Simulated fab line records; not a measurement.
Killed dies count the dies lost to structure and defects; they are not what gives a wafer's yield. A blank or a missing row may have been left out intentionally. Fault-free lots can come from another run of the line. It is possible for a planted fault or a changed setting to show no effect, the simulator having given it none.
fab line records	flow n5-finfet
[record] lots = 7	wafers = 39
route steps=1938 shown BEOL_M11@1578 PASSIVATION@1916
start-h: hours from the record's first day to the start of the lot's first wafer shown	wait-h: hours elapsed since this lot's preceding step	" same as the row above	L1.1+2: a row that stands for several wafers	- no value present, or no start provided	* or withheld: withheld	< > ~ a bound
route shown NAME@n: NAME is a module with steps in the file, n the number in the route of the first one	usual: mean/standard deviation taken from wafers without a fault	same: alike in all rows	chamber/n: place in a boat	sites: the reading at each site	_std_site: how widely they spread, as a standard deviation	_edge_site: the outer-site mean with the inner-site mean subtracted	radius-mm: for every site, how far away it sits from the centre of the wafer	mask NAME#n: copy n	behind: the last tool/chamber to shape the wafer	hold: reason for holding the lot/hours on hold/outcome of the hold	device: names the non-switching transistor (n, p or np)	end of line: the tests these same wafers got at the end of their route	a step without rows: its recipe alone	killed: count of dies lost to structure and defects at first sort (not the wafer's yield)	map: the dies of a wafer, with x for killed, . for not killed, _ for no die there
set.NAME: the setting as run; set.NAME@STEP: as run at that earlier step	model.NAME: the simulator's own value behind a step, which no gauge read
lots where settings were altered on purpose, with a table for each step and a row for each wafer
[[steps]]
[step N5_BEOL_M11_TRENCH_ETCH_37]
[recipe] chemistry = C4F6/O2	target-depth-a = 1488.3	target = SiCOH_lowk	time-s = 48	ion-energy-ev = 250	pressure-mtorr = 30	source-w = 345	bias-w = 185	Ar_flow_sccm = 300	C4F6_flow_sccm = 10	O2_flow_sccm = 10
lot.wafer	tool	chamber	start-h	wait-h	set.time-s	model.BEOL_M11.feature-depth-nm	model.etch.depth-nm	model.TiN_of_BEOL_M11_HM_DEP_02.thk-nm
L074.1	rie-diel-03	1	-	-	69.84	225	225.1	14.4
L074.2	"	0	"	"	69.84	216	216	14.4
L074.3	"	2	"	"	69.84	216.8	216.9	14.4
L074.4	"	3	"	"	48	146.8	146.9	16.4
L074.5	"	3	"	"	48	147.2	147.2	16.6
L074.6	"	2	"	"	48	148	148	16.6
L078.1	rie-diel-03	3	-	-	48	148.4	148.4	16
L078.2	"	2	"	"	20.81	64.6	64.55	18.4
L078.3	"	1	"	"	48	153.4	153.5	15.8
L078.4	"	0	"	"	20.81	64.4	64.36	18.6
L078.5	"	1	"	"	20.81	66.8	66.89	18.4
L078.6	"	2	"	"	48	148.4	148.3	16
L080.1	rie-diel-02	1	-	-	48	150.2	150.3	16.2
L080.2	"	2	"	"	48	152.8	152.8	16
L080.3	"	0	"	"	48	146.4	146.4	16.2
L083.1	rie-diel-03	2	-	-	48	146.8	146.7	16
L083.2	"	1	"	"	48	153.6	153.6	16.2
L083.3	"	3	"	"	48	147	147	16.2
L083.4	"	0	"	"	48	147	147.1	15.8
L083.5	"	2	"	"	48	147	147.1	16.2
L083.6	"	3	"	"	48	146.2	146.3	16
L086.1	rie-diel-02	1	-	-	48	149.4	149.3	15.4
L086.2	"	0	"	"	67.13	207.8	207.8	14
L086.3	"	2	"	"	67.13	215.4	215.5	13.6
L086.4	"	3	"	"	48	151	151	15.6
L086.5	"	0	"	"	67.13	207	207	14.2
L086.6	"	1	"	"	48	150.8	150.8	15.4
L091.1	rie-diel-04	1	-	-	48	143.8	143.9	15.8
L091.2	"	3	"	"	73.46	230.2	230.2	13.4
L091.3	"	0	"	"	48	148.4	148.5	15.8
L091.4	"	2	"	"	73.46	226	226	13.6
L091.5	"	3	"	"	73.46	230	230	13.6
L091.6	"	0	"	"	48	146.8	146.8	15.8
L094.1	rie-diel-03	3	-	-	48	145.8	145.8	16.2
L094.2	"	0	"	"	35.27	109.2	109.2	17.2
L094.3	"	1	"	"	35.27	111.8	111.8	17
L094.4	"	2	"	"	35.27	108.4	108.4	17
L094.5	"	1	"	"	48	152.8	152.7	15.8
L094.6	"	0	"	"	48	147.6	147.6	16
[step N5_BEOL_M11_ETCH_41]
[recipe] chemistry = CH3F/O2	target = SiCN	target-depth-a = 426	taper-deg = 2	time-s = 86	ion-energy-ev = 120	mask-material = TiN	pressure-mtorr = 30	source-w = 395	bias-w = 75	Ar_flow_sccm = 150	CH3F_flow_sccm = 30	O2_flow_sccm = 20
[step N5_BEOL_M11_STRIP_77]
[recipe] chemistry = N2/H2	time-s = 10	power-w = 450	temp-c = 40	pressure-mtorr = 20	rf-frequency-hz = 6e+07	bias-power-w = 7	n2-flow-sccm = 200	h2-flow-sccm = 200
[step N5_BEOL_M11_OCD_MEAS_38]
[usual] trench-depth-nm = 148.8/2.5
lot.wafer	tool	chamber	start-h	wait-h	set.time-s@BEOL_M11_TRENCH_ETCH_37	trench-depth-nm
L074.1	ocd-01	-	229.92	-	69.84	225.4
L074.2	"	-	"	"	69.84	215.7
L074.3	"	-	"	"	69.84	217.1
L074.4	"	-	"	"	48	146.7
L074.5	"	-	"	"	48	147.5
L074.6	"	-	"	"	48	147.7
L078.1	ocd-01	-	253.05	-	48	148.8
L078.2	"	-	"	"	20.81	64.9
L078.3	"	-	"	"	48	153.1
L078.4	"	-	"	"	20.81	64.1
L078.5	"	-	"	"	20.81	66.8
L078.6	"	-	"	"	48	148.6
L080.1	ocd-02	-	262.40	-	48	150.6
L080.2	"	-	"	"	48	152.4
L080.3	"	-	"	"	48	146.1
L083.1	ocd-01	-	272.19	-	48	146.7
L083.2	"	-	"	"	48	153.6
L083.3	"	-	"	"	48	146.3
L083.4	"	-	"	"	48	146.8
L083.5	"	-	"	"	48	147.1
L083.6	"	-	"	"	48	146.3
L086.1	ocd-01	-	300.12	-	48	149.6
L086.2	"	-	"	"	67.13	208.4
L086.3	"	-	"	"	67.13	215.5
L086.4	"	-	"	"	48	151.1
L086.5	"	-	"	"	67.13	207.0
L086.6	"	-	"	"	48	150.6
L091.1	ocd-02	-	338.96	-	48	143.8
L091.2	"	-	"	"	73.46	230.3
L091.3	"	-	"	"	48	148.4
L091.4	"	-	"	"	73.46	226.3
L091.5	"	-	"	"	73.46	230.0
L091.6	"	-	"	"	48	146.6
L094.1	ocd-01	-	344.87	-	48	145.8
L094.2	"	-	"	"	35.27	108.8
L094.3	"	-	"	"	35.27	112.1
L094.4	"	-	"	"	35.27	108.3
L094.5	"	-	"	"	48	152.5
L094.6	"	-	"	"	48	147.1
[step N5_BEOL_M11_HM_STRIP_39]
[recipe] chemistry = peroxide-tin-strip	material = TiN	target-depth-a = 250	temp-c = 50	time-s = 158
[step N5_BEOL_M11_SRD_40]
[recipe] time-s = 30	temp-c = 23	rinse-liquid = diw	dry = ipa-marangoni
[step N5_BEOL_M11_ECD_50]
[recipe] material = Cu	target-thk-a = 3180
[step N5_BEOL_M11_ANNEAL_51]
[recipe] temp-c = 225	time-s = 90	ambient = N2
[step N5_BEOL_M11_CMP_52]
[recipe] stop-on = SiCOH_lowk	t-overpolish-s = 7	down-force-psi = 1	platen-rpm = 50	clearing-platen-down-force-psi = 1.5	clearing-platen-rpm = 50	post-cmp-clean = cu-alkaline	target-thk-nm = 140	clearing-platen-pad-velocity-m-s = 0.99484	pad-velocity-m-s = 0.99484
lot.wafer	tool	chamber	start-h	wait-h	set.time-s@BEOL_M11_TRENCH_ETCH_37	model.Cu_of_BEOL_M11_ECD_50.thk-nm
L074.3	cmp-02	3	234.33	0.2	69.84	209.8
L074.4	"	0	"	"	48	138.6
L074.1	"	1	"	"	69.84	218.8
L074.2	"	2	"	"	69.84	208
L074.5	"	3	"	"	48	139.2
L074.6	"	0	"	"	48	141.2
L078.2	cmp-03	2	255.87	0.2	20.81	55.8
L078.4	"	3	"	"	20.81	55.2
L078.3	"	0	"	"	48	144.4
L078.1	"	1	"	"	48	139.8
L078.5	"	2	"	"	20.81	57.8
L078.6	"	3	"	"	48	139.2
L080.1	cmp-01	1	266.50	0.3	48	141.8
L080.3	"	3	"	"	48	139.2
L080.2	"	0	"	"	48	143.8
L083.1	cmp-03	3	275.54	0.3	48	138.2
L083.4	"	0	"	"	48	138.4
L083.2	"	1	"	"	48	145.2
L083.3	"	2	"	"	48	137.6
L083.5	"	3	"	"	48	136.4
L083.6	"	0	"	"	48	136.8
L086.2	cmp-02	2	303.14	0.2	67.13	198.8
L086.1	"	3	"	"	48	140.2
L086.4	"	0	"	"	48	143
L086.3	"	1	"	"	67.13	206.2
L086.5	"	2	"	"	67.13	198.4
L086.6	"	3	"	"	48	142.2
L091.1	cmp-01	1	342.26	0.3	48	135.2
L091.3	"	2	"	"	48	140.8
L091.4	"	3	"	"	73.46	216.8
L091.2	"	0	"	"	73.46	223
L091.6	"	1	"	"	48	138.2
L091.5	"	2	"	"	73.46	222.4
L094.4	cmp-01	0	347.35	0.1	35.27	99.8
L094.1	"	1	"	"	48	136.2
L094.3	"	2	"	"	35.27	102.4
L094.2	"	3	"	"	35.27	100.4
L094.6	"	0	"	"	48	138.8
L094.5	"	1	"	"	48	143.2
[step N5_BEOL_M11_THK_MEAS_53]
[recipe] thk-meas-gauge = xrf	reads = Cu_of_BEOL_M11_ECD_50
[usual] M11_THK = 139.0/3
lot.wafer	tool	chamber	start-h	wait-h	set.time-s@BEOL_M11_TRENCH_ETCH_37	M11_THK[nm]
L074.1	film-metro-02	-	234.62	-	69.84	217.6
L074.2	"	-	"	"	69.84	207.4
L074.3	"	-	"	"	69.84	208.6
L074.4	"	-	"	"	48	138.2
L074.5	"	-	"	"	48	138.2
L074.6	"	-	"	"	48	141.1
L078.1	film-metro-02	-	256.17	-	48	138.7
L078.2	"	-	"	"	20.81	55.3
L078.3	"	-	"	"	48	143.1
L078.4	"	-	"	"	20.81	54.8
L078.5	"	-	"	"	20.81	57.4
L078.6	"	-	"	"	48	137.8
L080.1	film-metro-02	-	266.79	-	48	141.1
L080.2	"	-	"	"	48	143.3
L080.3	"	-	"	"	48	138.8
L083.1	film-metro-02	-	275.83	-	48	135.3
L083.2	"	-	"	"	48	143.2
L083.3	"	-	"	"	48	135.0
L083.4	"	-	"	"	48	135.8
L083.5	"	-	"	"	48	133.1
L083.6	"	-	"	"	48	133.9
L086.1	film-metro-02	-	303.44	-	48	138.9
L086.2	"	-	"	"	67.13	197.1
L086.3	"	-	"	"	67.13	203.9
L086.4	"	-	"	"	48	141.7
L086.5	"	-	"	"	67.13	196.6
L086.6	"	-	"	"	48	141.1
L091.1	film-metro-01	-	342.56	-	48	134.2
L091.2	"	-	"	"	73.46	221.9
L091.3	"	-	"	"	48	139.9
L091.4	"	-	"	"	73.46	214.7
L091.5	"	-	"	"	73.46	220.3
L091.6	"	-	"	"	48	137.2
L094.1	film-metro-02	-	347.64	-	48	135.1
L094.2	"	-	"	"	35.27	100.1
L094.3	"	-	"	"	35.27	102.1
L094.4	"	-	"	"	35.27	99.7
L094.5	"	-	"	"	48	142.9
L094.6	"	-	"	"	48	138.7
[step N5_BEOL_M11_PRE_CLEAN_55]
[recipe] gas = NH3	time-s = 15	temp-c = withheld	rf-power-w = 300
[step N5_BEOL_M11_DEP_56]
[recipe] material = SiCN	target-thk-a = 300	temp-c = withheld	precursor = 3MS/NH3	pressure-torr = 3	rf-w = 675	time-s = 10.5
[step N5_BEOL_M11_RS_MEAS_57]
[recipe] thk-meas-gauge = four-point-probe	reads = Cu_of_BEOL_M11_ECD_50+Co_of_BEOL_M11_CVD_75+TaN_of_BEOL_M11_ALD_74
[usual] M11_RS = 0.151/0.0033
lot.wafer	tool	chamber	start-h	wait-h	set.time-s@BEOL_M11_TRENCH_ETCH_37	M11_RS[ohm/sq]
L074.1	film-metro-02	-	234.75	0.0	69.84	0.093
L074.2	"	-	"	"	69.84	0.098
L074.3	"	-	"	"	69.84	0.097
L074.4	"	-	"	"	48	0.153
L074.5	"	-	"	"	48	0.152
L074.6	"	-	"	"	48	0.149
L078.1	film-metro-01	-	256.29	0.0	48	0.151
L078.2	"	-	"	"	20.81	0.442
L078.3	"	-	"	"	48	0.146
L078.4	"	-	"	"	20.81	0.446
L078.5	"	-	"	"	20.81	0.421
L078.6	"	-	"	"	48	0.152
L080.1	film-metro-01	-	266.92	0.0	48	0.149
L080.2	"	-	"	"	48	0.147
L080.3	"	-	"	"	48	0.152
L083.1	film-metro-01	-	275.99	0.1	48	0.153
L083.2	"	-	"	"	48	0.145
L083.3	"	-	"	"	48	0.154
L083.4	"	-	"	"	48	0.153
L083.5	"	-	"	"	48	0.155
L083.6	"	-	"	"	48	0.155
L086.1	film-metro-01	-	303.56	0.0	48	0.151
L086.2	"	-	"	"	67.13	0.103
L086.3	"	-	"	"	67.13	0.099
L086.4	"	-	"	"	48	0.148
L086.5	"	-	"	"	67.13	0.103
L086.6	"	-	"	"	48	0.148
L091.1	film-metro-01	-	342.68	0.0	48	0.156
L091.2	"	-	"	"	73.46	0.091
L091.3	"	-	"	"	48	0.150
L091.4	"	-	"	"	73.46	0.094
L091.5	"	-	"	"	73.46	0.091
L091.6	"	-	"	"	48	0.153
L094.1	film-metro-02	-	347.77	0.0	48	0.156
L094.2	"	-	"	"	35.27	0.220
L094.3	"	-	"	"	35.27	0.214
L094.4	"	-	"	"	35.27	0.221
L094.5	"	-	"	"	48	0.147
L094.6	"	-	"	"	48	0.152
[step N5_PASSIVATION_PECVD_35]
[recipe] material = SiNx	target-thk-a = 7000	temp-c = 400	precursor = SiH4/NH3/N2	pressure-torr = 4.9	rf-w = 1406	time-s = 151.3
lot.wafer	tool	chamber	start-h	wait-h	set.time-s	model.SiNx_of_PASSIVATION_PECVD_35.thk-nm
L074.1	pecvd-03	1	269.94	0.1	151.3	696.4
L074.2	"	0	"	"	232.8	1074
L074.3	"	1	"	"	232.8	1092
L074.4	"	0	"	"	151.3	712.8
L074.5	"	1	"	"	232.8	1084
L074.6	"	0	"	"	151.3	707
L078.1	pecvd-03	1	293.80	0.1	206.8	939
L078.2	"	2	"	"	206.8	940.6
L078.3	"	0	"	"	206.8	943.6
L078.4	"	1	"	"	151.3	692
L078.5	"	2	"	"	151.3	697.8
L078.6	"	0	"	"	151.3	700.4
L080.1	pecvd-03	0	300.91	0.1	151.3	693.2
L080.2	"	1	"	"	151.3	686
L080.3	"	2	"	"	151.3	691.8
L083.1+4	pecvd-03	2,1	308.29	0.1	151.3	693.6
L083.2	"	1	"	"	151.3	680.8
L083.3	"	0	"	"	88.68	395.6
L083.5	"	0	"	"	88.68	405
L083.6	"	2	"	"	88.68	396.6
L086.1	pecvd-02	0	343.57	0.1	151.3	703.8
L086.2	"	1	"	"	151.3	694.8
L086.3	"	2	"	"	151.3	697
L086.4+6	"	0,1	"	"	151.3	711.4
L086.5	"	2	"	"	151.3	707.6
L091.1	pecvd-02	2	377.99	0.1	107.3	502.6
L091.2	"	0	"	"	151.3	704
L091.3	"	2	"	"	151.3	712.4
L091.4	"	0	"	"	107.3	510
L091.5	"	2	"	"	107.3	505
L091.6	"	0	"	"	151.3	713.4
L094.1+4	pecvd-02	2	382.67	0.1	94.26	438.6
L094.2	"	0	"	"	151.3	699.8
L094.3	"	0	"	"	151.3	711
L094.5	"	2	"	"	151.3	704.8
L094.6	"	0	"	"	94.26	454.8
[[key]]
[split] step = N5_BEOL_M11_TRENCH_ETCH_37	setting = time-s	stated = 48	by = wafer
[response] step = N5_BEOL_M11_TRENCH_ETCH_37	reading = model.BEOL_M11.feature-depth-nm	change = +1.53	per = 1%	r = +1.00
[response] step = N5_BEOL_M11_TRENCH_ETCH_37	reading = model.etch.depth-nm	change = +1.53	per = 1%	r = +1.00
[response] step = N5_BEOL_M11_TRENCH_ETCH_37	reading = model.TiN_of_BEOL_M11_HM_DEP_02.thk-nm	change = -0.0434	per = 1%	r = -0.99
[response] step = N5_BEOL_M11_OCD_MEAS_38	reading = trench-depth-nm	change = +1.53	per = 1%	r = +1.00
[response] step = N5_BEOL_M11_CMP_52	reading = model.Cu_of_BEOL_M11_ECD_50.thk-nm	change = +1.53	per = 1%	r = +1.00
[response] step = N5_BEOL_M11_THK_MEAS_53	reading = M11_THK	change = +1.52	per = 1%	r = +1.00
[response] step = N5_BEOL_M11_RS_MEAS_57	reading = M11_RS	shape = bent	at-lowest = 0.436	at-stated = 0.151	at-highest = 0.092
[split] step = N5_PASSIVATION_PECVD_35	setting = time-s	stated = 151.3	by = wafer
[response] step = N5_PASSIVATION_PECVD_35	reading = model.SiNx_of_PASSIVATION_PECVD_35.thk-nm	change = +6.94	per = 1%	r = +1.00
